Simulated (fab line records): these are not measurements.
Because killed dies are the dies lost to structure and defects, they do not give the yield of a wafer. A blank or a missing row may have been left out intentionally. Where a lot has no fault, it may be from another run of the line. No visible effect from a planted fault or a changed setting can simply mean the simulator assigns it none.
fab line records	flow n5_finfet
record lots=11	wafers=33	last_day=18
route steps=1938 shown BEOL_M5@1179 MIM_TOP_ETCH@1852 MIM_BOT_LITHO@1863 PASSIVATION@1906
lots untouched by any fault: they come from a run of this same line in which no faults occurred
start_h: hours from the record's opening day to when the first of the lot's shown wafers began	wait_h: how many hours have passed since the lot's step before this one	" same as the row above	L1.1+2: one row covering several wafers at once	- either no value or no given start	* or withheld: withheld	< > ~ a bound
route shown NAME@n: NAME is a module with steps in the file, n the number in the route of the first one	usual: average and standard deviation across the fault-free wafers	same: alike in all rows	chamber/n: place in a boat	sites: the reading at each site	_std_site: how widely they spread, as a standard deviation	_edge_site: mean of outer sites minus mean of inner sites	radius_mm: for every site, how far away it sits from the centre of the wafer	mask NAME#n: copy n	behind: the tool/chamber that last shaped the wafer	hold: why the lot went on hold/how many hours it stayed there/how the hold came to an end	device: transistor that didn't switch, given as n, p or np	end of line: tests run on the same wafers once the route is complete	for a step that has no rows: nothing shown but its recipe	killed: dies that structure and defects cost at the first sort, which is not the same as the wafer's yield	map: a wafer's dies, x killed, . not, _ none there
set.NAME: setting as actually run; set.NAME@STEP: the setting as run at that earlier step	model.NAME: the simulator's own value behind a step, which no gauge read
steps of the route over a sample of lots; a table a step, a row a wafer
services: from which hour (start_h, from the record's first day; less than 0 if before it) a tool's chamber was out of use, for how many hours, and why
## steps
# step N5_BEOL_M5_SPUTTER_83
# recipe material=Cu	target_thk_a=150	temp_c=-20	chamber_pressure_pa=0.07	power_w=withheld	time_s=27.62
# usual susceptor_temp_C=-19.99/0.1	throttle_valve_pct=29.7/0.8
# same time_s=27.62
lot.wafer	tool	chamber	start_h	wait_h	susceptor_temp_C	throttle_valve_pct
L666.2	pvd_sputter-02	-	187.55	0.5	-20.12	29.0
L666.5	"	-	"	"	-19.88	29.5
L666.6	"	-	"	"	-20.00	30.5
L668.1	pvd_sputter-02	-	192.36	0.5	-20.28	29.4
L668.4	"	-	"	"	-19.88	29.2
L668.5	"	-	"	"	-20.18	29.0
L670.1	pvd_sputter-02	-	211.65	0.5	-20.11	28.8
L670.3	"	-	"	"	-20.19	30.2
L670.4	"	-	"	"	-20.02	29.0
L673.2	pvd_sputter-02	-	236.46	0.5	-19.99	29.7
L673.4	"	-	"	"	-20.04	30.2
L673.5	"	-	"	"	-19.98	29.4
L675.1	pvd_sputter-02	-	245.05	0.5	-19.83	28.9
L675.5	"	-	"	"	-20.00	30.2
L675.6	"	-	"	"	-19.85	29.8
L680.1	pvd_sputter-03	-	269.53	0.5	-19.80	30.7
L680.4	"	-	"	"	-19.99	30.7
L680.5	"	-	"	"	-20.04	31.3
L685.2	pvd_sputter-01	-	304.00	0.5	-20.04	30.5
L685.3	"	-	"	"	-19.88	29.7
L685.5	"	-	"	"	-20.00	30.0
L686.1	pvd_sputter-03	-	312.09	0.5	-20.00	30.9
L686.4	"	-	"	"	-20.13	29.1
L686.6	"	-	"	"	-19.93	31.3
L687.2	pvd_sputter-02	-	313.84	0.5	-20.18	29.1
L687.4	"	-	"	"	-19.94	30.3
L687.5	"	-	"	"	-20.11	28.8
L688.3	pvd_sputter-02	-	320.91	0.5	-19.80	29.4
L688.5	"	-	"	"	-19.97	29.5
L688.6	"	-	"	"	-19.93	29.0
L682.3	pvd_sputter-02	-	330.82	0.5	-20.04	29.2
L682.4	"	-	"	"	-19.93	28.9
L682.5	"	-	"	"	-20.13	29.4
# step N5_MIM_TOP_ETCH_STRIP_01
# recipe chemistry=O2	power_w=600	temp_c=60	pressure_mtorr=30	rf_frequency_hz=6e+07	bias_power_w=0	overash_fraction=0.5	o2_flow_sccm=225
# usual drypump_motor_current_A=5.8/0.52	o2_flow_sccm=224.9/0.64	oes_product_au=0.80/0.081	rf_vpp_V=3.7/1.4	showerhead_plenum_p_Torr=2.11/0.082	temp_c=60.01/0.11	throttle_valve_pct=16.74/0.17
lot.wafer	tool	chamber	start_h	wait_h	drypump_motor_current_A	o2_flow_sccm	oes_product_au	rf_hours_counter_h	rf_vpp_V	showerhead_plenum_p_Torr	temp_c	throttle_valve_pct
L666.2	rie_diel-06	1	274.86	0.3	6.3	225.2	0.74	186	3.6	2.17	60.10	17.09
L666.5	"	2	"	"	5.4	226.0	0.93	-	5.6	2.22	59.93	16.40
L666.6	"	1	"	"	6.3	224.7	0.74	-	5.4	2.17	60.20	17.08
L668.1	rie_diel-05	0	276.10	0.2	6.8	224.1	0.80	130	4.6	2.19	59.98	16.58
L668.4	"	1	"	"	5.4	223.8	0.74	165	5.9	1.98	59.87	16.60
L668.5	"	3	"	"	5.1	224.9	0.93	-	4.2	2.23	60.02	16.55
L670.1	rie_diel-06	1	288.75	0.1	6.3	224.5	0.73	193	4.0	2.17	59.96	17.14
L670.3	"	2	"	"	5.4	225.8	0.91	15	4.0	2.22	59.99	16.40
L670.4	"	3	"	"	5.9	224.1	0.80	119	2.5	2.01	60.04	16.65
L673.2	rie_diel-06	3	323.82	0.3	5.9	225.1	0.78	133	6.2	2.00	59.99	16.68
L673.4	"	1	"	"	6.3	225.3	0.71	208	4.2	2.16	60.08	17.17
L673.5	"	0	"	"	5.8	225.4	0.90	-	2.9	2.12	60.03	16.80
L675.1	rie_diel-03	2	324.55	0.2	6.1	223.9	1.00	2	4.0	2.16	59.91	16.64
L675.5	"	3	"	"	5.7	225.3	0.68	-	2.2	2.06	60.07	16.79
L675.6	"	0	"	"	5.8	224.5	0.77	-	5.5	2.13	60.01	16.94
L680.1	rie_diel-03	3	349.89	0.1	5.6	225.2	0.68	233	2.5	2.05	59.90	16.83
L680.4	"	1	"	"	6.1	224.3	0.70	218	3.4	2.08	60.05	16.89
L680.5	"	0	"	"	5.9	224.6	0.76	-	5.9	2.12	59.94	16.91
L685.2	rie_diel-05	3	387.64	0.1	5.1	224.7	0.85	53	1.4	2.22	60.10	16.61
L685.3	"	2	"	"	5.1	225.3	0.82	88	4.1	2.04	59.92	16.80
L685.5	"	3	"	"	5.1	224.9	0.86	-	3.3	2.22	59.88	16.61
L686.1	rie_diel-03	2	391.53	0.1	6.1	226.1	0.94	22	1.9	2.15	60.11	16.64
L686.4	"	0	"	"	5.9	225.5	0.74	158	5.2	2.12	59.92	16.96
L686.6	"	1	"	"	6.1	225.6	0.70	-	3.8	2.08	60.03	16.88
L688.3	rie_diel-06	0	396.43	0.1	5.8	224.5	0.89	62	3.7	2.12	60.03	16.83
L688.5	"	3	"	"	5.9	225.1	0.76	-	7.4	2.00	59.88	16.77
L688.6	"	0	"	"	5.8	224.8	0.84	-	4.9	2.12	60.04	16.82
L687.2	rie_diel-05	0	399.03	0.4	6.8	225.5	0.78	162	5.7	2.18	59.93	16.60
L687.4	"	3	"	"	5.1	225.3	0.87	57	3.3	2.22	60.11	16.58
L687.5	"	0	"	"	6.8	224.6	0.76	-	3.7	2.18	59.96	16.60
L682.3	rie_diel-03	2	415.55	0.1	6.1	224.5	0.93	31	2.9	2.15	60.27	16.63
L682.4	"	1	"	"	6.1	224.7	0.69	-	2.4	2.08	60.13	16.87
L682.5	"	3	"	"	5.6	224.8	0.67	-	3.2	2.05	59.77	16.84
# step N5_MIM_BOT_LITHO_OVL_MEAS_11
# recipe points_per_wafer=44
# usual MIM_BOT_OVL=3/4.8
lot.wafer	tool	chamber	start_h	wait_h	MIM_BOT_OVL[nm]
L666.2	overlay-01	0	275.43	0.0	10
L666.5	"	0	"	"	10
L666.6	"	0	"	"	7
L668.1	overlay-01	0	276.68	0.0	9
L668.4	"	0	"	"	5
L668.5	"	0	"	"	3
L670.1	overlay-01	0	289.20	0.0	15
L670.3	"	0	"	"	7
L670.4	"	0	"	"	6
L673.2	overlay-02	0	324.27	0.0	0
L673.4	"	0	"	"	-6
L673.5	"	0	"	"	4
L675.1	overlay-01	0	325.01	0.0	2
L675.5	"	0	"	"	3
L675.6	"	0	"	"	3
L680.1	overlay-02	0	350.36	0.0	8
L680.4	"	0	"	"	8
L680.5	"	0	"	"	3
L685.2	overlay-01	0	388.23	0.0	0
L685.3	"	0	"	"	2
L685.5	"	0	"	"	2
L686.1	overlay-02	0	392.00	0.0	-10
L686.4	"	0	"	"	5
L686.6	"	0	"	"	0
L688.3	overlay-02	0	397.01	0.0	-4
L688.5	"	0	"	"	-5
L688.6	"	0	"	"	0
L687.2	overlay-02	0	399.60	0.0	-3
L687.4	"	0	"	"	-3
L687.5	"	0	"	"	-1
L682.3	overlay-01	0	416.13	0.0	7
L682.4	"	0	"	"	-1
L682.5	"	0	"	"	4
# step N5_PASSIVATION_OVL_MEAS_63
# recipe points_per_wafer=44
# usual PAD_OVL=2/5.6
lot.wafer	tool	chamber	start_h	wait_h	PAD_OVL[nm]
L666.2	overlay-01	0	280.58	0.0	11
L666.5	"	0	"	"	7
L666.6	"	0	"	"	5
L668.1	overlay-01	0	281.66	0.0	5
L668.4	"	0	"	"	5
L668.5	"	0	"	"	0
L670.1	overlay-02	0	296.80	0.0	7
L670.3	"	0	"	"	6
L670.4	"	0	"	"	4
L673.2	overlay-01	0	327.58	0.0	6
L673.4	"	0	"	"	8
L673.5	"	0	"	"	5
L675.1	overlay-01	0	332.19	0.0	4
L675.5	"	0	"	"	3
L675.6	"	0	"	"	7
L680.1	overlay-01	0	357.19	0.0	-4
L680.4	"	0	"	"	-12
L680.5	"	0	"	"	0
L685.2	overlay-02	0	391.32	0.0	5
L685.3	"	0	"	"	-7
L685.5	"	0	"	"	-7
L686.1	overlay-01	0	395.94	0.0	-1
L686.4	"	0	"	"	3
L686.6	"	0	"	"	1
L688.3	overlay-01	0	401.32	0.0	6
L688.5	"	0	"	"	3
L688.6	"	0	"	"	-5
L687.2	overlay-02	0	405.05	0.0	5
L687.4	"	0	"	"	10
L687.5	"	0	"	"	4
L682.3	overlay-02	0	420.47	0.0	-9
L682.4	"	0	"	"	-2
L682.5	"	0	"	"	-4
# step N5_PASSIVATION_PROBE_49
# usual defect_limited_yield=91.0/1.5	killed_at_M0_to_M3=35/11	killed_at_M4_up=13/6	killed_at_contacts=14/6.5	killed_at_front_end=40/12	killed_at_other=4/3.4	killed_dies=106/18	killed_open=68/14	killed_short=35/7.7	sort_bin_5_function=5.2/0.98	sort_bin_6_memory=3.4/0.72	sort_n_pass=1074/18	sort_yield_pct=91.0/1.5
# same gross_dies=1180	killed_at_back_side=0	sort_bin_4_leakage[%]=0	sort_bin_8_speed[%]=0
lot.wafer	tool	chamber	start_h	wait_h	defect_limited_yield[%]	killed_at_M0_to_M3	killed_at_M4_up	killed_at_contacts	killed_at_front_end	killed_at_other	killed_dies	killed_open	killed_short	sort_bin_5_function[%]	sort_bin_6_memory[%]	sort_n_pass	sort_yield_pct[%]
L673.2	prober-01	-	335.60	0.1	83.7	22	108	15	45	2	192	63	37	10.3	4.3	988	83.7
L673.4	prober-01	-	335.70	0.2	85.0	24	110	7	28	8	177	51	23	9.2	4.2	1003	85.0
L673.5	prober-01	-	335.75	0.2	86.9	17	84	12	34	8	155	48	32	8.5	3.5	1025	86.9
L675.1	prober-02	-	337.74	0.0	86.1	18	99	11	32	4	164	43	27	8.9	3.7	1016	86.1
L675.5	prober-02	-	337.94	0.2	87.1	18	103	7	21	3	152	28	28	8.4	3.5	1028	87.1
L675.6	prober-02	-	337.99	0.3	84.0	32	98	8	33	18	189	55	43	10.3	4.5	991	84.0
# killed by level:class
L673.2 BEOL_M5:unspecified=90 MOL_CONTACT_COAG:geometric_particle:open=13 STI_FIN_REVEAL:geometric_particle:open=9 BEOL_M0_SAQP:geometric_particle:open=8 FIN_SAQP:geometric_particle:open=7 STI_FIN_REVEAL:geometric_particle:short=7 BEOL_M3:geometric_particle:open=6 BEOL_M4:geometric_particle:short=6
L673.4 BEOL_M5:unspecified=101 FIN_SAQP:geometric_particle:open=7 BEOL_M3:geometric_particle:open=7 MOL_CONTACT_COAG:geometric_particle:open=6 BEOL_M1:geometric_particle:open=5 BEOL_M5:geometric_particle:open=5 FIN_SAQP:geometric_particle:short=4 GATE_CUT:geometric_particle:open=3
L673.5 BEOL_M5:unspecified=75 MOL_CONTACT_COAG:geometric_particle:open=11 FIN_SAQP:geometric_particle:open=10 BEOL_M0_SAQP:geometric_particle:short=7 BEOL_M4:geometric_particle:open=6 FIN_SAQP:geometric_particle:short=4 BEOL_M0_SAQP:geometric_particle:open=4 DUMMY_GATE:geometric_particle:short=3
L675.1 BEOL_M5:unspecified=94 STI_FIN_REVEAL:geometric_particle:open=8 DUMMY_GATE:geometric_particle:open=7 MOL_CONTACT_COAG:geometric_particle:open=7 BEOL_M0_SAQP:geometric_particle:short=5 FIN_SAQP:geometric_particle:short=4 BEOL_M2:geometric_particle:open=4 MOL_CONTACT_COAG:geometric_particle:short=4
L675.5 BEOL_M5:unspecified=93 MOL_CONTACT_COAG:geometric_particle:open=5 FIN_SAQP:geometric_particle:short=4 DUMMY_GATE:geometric_particle:open=4 BEOL_M2:geometric_particle:open=4 BEOL_M4:geometric_particle:short=4 STARTING-WAFER:geometric_particle:short=4 BEOL_M0_SAQP:geometric_particle:open=3
L675.6 BEOL_M5:unspecified=86 FIN_SAQP:geometric_particle:short=9 MIM_TOP_ETCH:geometric_particle:short=9 BEOL_M1:geometric_particle:open=8 MOL_CONTACT_COAG:geometric_particle:open=7 FIN_SAQP:geometric_particle:open=6 BEOL_M0_SAQP:geometric_particle:short=6 MIM_TOP_ETCH:geometric_particle:open=6
## services
tool	chamber	start_h	hours	kind
rie_diel-06	1	171.06	6.3	repair
rie_diel-05	1	185.48	11.0	repair
rie_diel-06	0	198.60	-	clean
rie_diel-06	0	198.60	-	consumable_replace:focus_ring
rie_diel-06	0	198.60	18.2	scheduled_down
rie_diel-06	0	198.60	18.2	vent_cycle
rie_diel-03	3	202.61	2.6	repair
pvd_sputter-02	-	205.02	2.0	repair
rie_diel-06	2	216.82	-	clean
rie_diel-06	2	216.82	-	consumable_replace:focus_ring
rie_diel-06	2	216.82	-	consumable_replace:showerhead
rie_diel-06	2	216.82	14.5	scheduled_down
rie_diel-06	-	230.51	0.5	repair
rie_diel-06	2	237.70	13.5	repair
pvd_sputter-01	-	246.25	3.0	repair
rie_diel-03	-	272.44	14.6	pm
rie_diel-05	3	311.98	18.2	repair
rie_diel-05	2	324.13	30.9	repair
pvd_sputter-01	-	335.05	1.8	repair
pvd_sputter-01	-	354.34	9.6	repair
pvd_sputter-01	-	366.21	1.5	repair
rie_diel-06	0	381.91	6.4	repair
rie_diel-03	0	382.74	5.6	repair
rie_diel-03	1	386.53	2.1	repair
## key
first_sign step=N5_PASSIVATION_PROBE_49	reading=killed_at_M4_up	direction=up	sigmas=14	usual=13	struck=100
effect step=N5_PASSIVATION_PROBE_49	reading=killed_dies	direction=up	sigmas=3.6	usual=106	struck=172
more_kills_born_at N5_BEOL_M5_SPUTTER_83@pvd_sputter-02=539
met_at N5_BEOL_M5_SPUTTER_83
struck_lots L673,L675
not_acting_at N5_MIM_TOP_ETCH_STRIP_01,N5_MIM_BOT_LITHO_OVL_MEAS_11,N5_PASSIVATION_OVL_MEAS_63
onset_between 211.65 236.46
fault kind=chamber_particle_source	tool=pvd_sputter-02	chamber=-	onset_h=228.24	steps=N5_BEOL_M5_SPUTTER_83	rate_per_visit_cm2=0.41026	end_h=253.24
